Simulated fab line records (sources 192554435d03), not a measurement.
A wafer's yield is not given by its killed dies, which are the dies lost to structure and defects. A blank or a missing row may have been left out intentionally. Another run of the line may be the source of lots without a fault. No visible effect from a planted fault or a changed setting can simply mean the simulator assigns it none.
Split-lot trial ; flow n5_finfet ; route with 1938 steps; 7 lots, 39 wafers read

## THE SPLIT ITSELF
At N5_DUMMY_GATE_ETCH_32 (etches SiO2 in CF4, target depth 3.5 nm, time 3.9 s), the setting time_s was moved away from the recipe's 3.9 s on 12 of the 39 wafers read, by -8.9% to +21.1%. The other wafers ran this setting at the recipe's value.

Reading taken at the split's own step.

## THE READING
etch.depth_nm (the simulator's own value, which no gauge read), in nm, at N5_DUMMY_GATE_ETCH_32 (etches SiO2 in CF4, target depth 3.5 nm, time 3.9 s). There is no usual value for it anywhere in the file. The 27 wafers here that ran the recipe average 3.502 nm, standard deviation 0.089 nm.

wafer;tool, chamber at the split;time_s as run, s;against the recipe;etch.depth_nm, nm;against lot-mates on the recipe
L078.1;rie_si-03, 2;3.552;-8.9%;3.114;-0.344
L078.2;rie_si-03, 3;3.552;-8.9%;3.24;-0.218
L078.3;rie_si-03, 1;3.9;recipe;3.45;-
L078.4;rie_si-03, 0;3.9;recipe;3.461;-
L078.5;rie_si-03, 2;3.552;-8.9%;3.136;-0.322
L078.6;rie_si-03, 1;3.9;recipe;3.464;-
L080.1;rie_si-03, 1;3.9;recipe;3.464;-
L080.2;rie_si-03, 0;3.9;recipe;3.47;-
L080.4;rie_si-03, 2;3.9;recipe;3.413;-
L082.1;rie_si-01, 1;3.9;recipe;3.591;-
L082.2;rie_si-01, 2;3.9;recipe;3.533;-
L082.3;rie_si-01, 3;3.9;recipe;3.537;-
L082.4;rie_si-01, 0;3.9;recipe;3.362;-
L082.5;rie_si-01, 2;3.9;recipe;3.608;-
L082.6;rie_si-01, 3;3.9;recipe;3.565;-
L086.1;rie_si-05, 0;4.646;+19.1%;4.147;+0.585
L086.2;rie_si-05, 1;3.9;recipe;3.598;-
L086.3;rie_si-05, 2;3.9;recipe;3.613;-
L086.4;rie_si-05, 3;4.646;+19.1%;4.329;+0.767
L086.5;rie_si-05, 1;4.646;+19.1%;4.248;+0.686
L086.6;rie_si-05, 0;3.9;recipe;3.475;-
L092.1;rie_si-01, 0;3.9;recipe;3.47;-
L092.2;rie_si-01, 2;3.9;recipe;3.647;-
L092.3;rie_si-01, 3;3.9;recipe;3.629;-
L092.4;rie_si-01, 1;3.9;recipe;3.6;-
L092.5;rie_si-01, 0;3.9;recipe;3.435;-
L092.6;rie_si-01, 1;3.9;recipe;3.652;-
L093.1;rie_si-03, 2;3.9;recipe;3.373;-
L093.2;rie_si-03, 0;3.9;recipe;3.401;-
L093.3;rie_si-03, 3;4.231;+8.5%;3.837;+0.424
L093.4;rie_si-03, 1;3.9;recipe;3.466;-
L093.5;rie_si-03, 1;4.231;+8.5%;3.694;+0.281
L093.6;rie_si-03, 2;4.231;+8.5%;3.682;+0.269
L097.1;rie_si-03, 0;4.721;+21.1%;4.054;+0.628
L097.2;rie_si-03, 2;3.9;recipe;3.386;-
L097.3;rie_si-03, 3;3.9;recipe;3.516;-
L097.4;rie_si-03, 1;4.721;+21.1%;4.123;+0.697
L097.5;rie_si-03, 1;4.721;+21.1%;4.131;+0.705
L097.6;rie_si-03, 2;3.9;recipe;3.376;-

FIT RESULTS
A straight line over all 39 wafers: etch.depth_nm changes by +0.0334 nm for each +1% of time_s; r = +0.95; the points scatter about the line by 0.095 nm.
The same after taking each lot's own level away (the mean of its wafers on the recipe; 39 wafers): +0.0338 nm for each +1%; r = +0.97; scatter 0.068 nm.
On that fit, the largest move of time_s shifts the reading by 0.71 nm.
From 3.4133 to 3.5722 nm: that is the span of the lots' own levels, equal to 1.8 times the standard deviation above.
So the lot-to-lot level changes the slope little: the two slopes agree.
Check: +0.731 nm against its lot-mates is what the line predicts for one of the wafers moved furthest among these (+21.1%) when that wafer is left out of the fit. Against them it came out at +0.628 nm.

## ADDITIONAL SPLITS CARRIED BY THESE WAFERS
Before the reading, these wafers also passed through other splits. Each is held against what the fit with the lots' levels taken away leaves over:
other split on the same wafers;wafers away from the commonest value;r with etch.depth_nm (lot level and that fit taken away)
N5_WELL_APT_IMPLANT_31 energy_kev;12;-0.12

## THE FILE'S OWN FIT
etch.depth_nm changes by +0.034 nm for each +1% of time_s, r = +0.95.
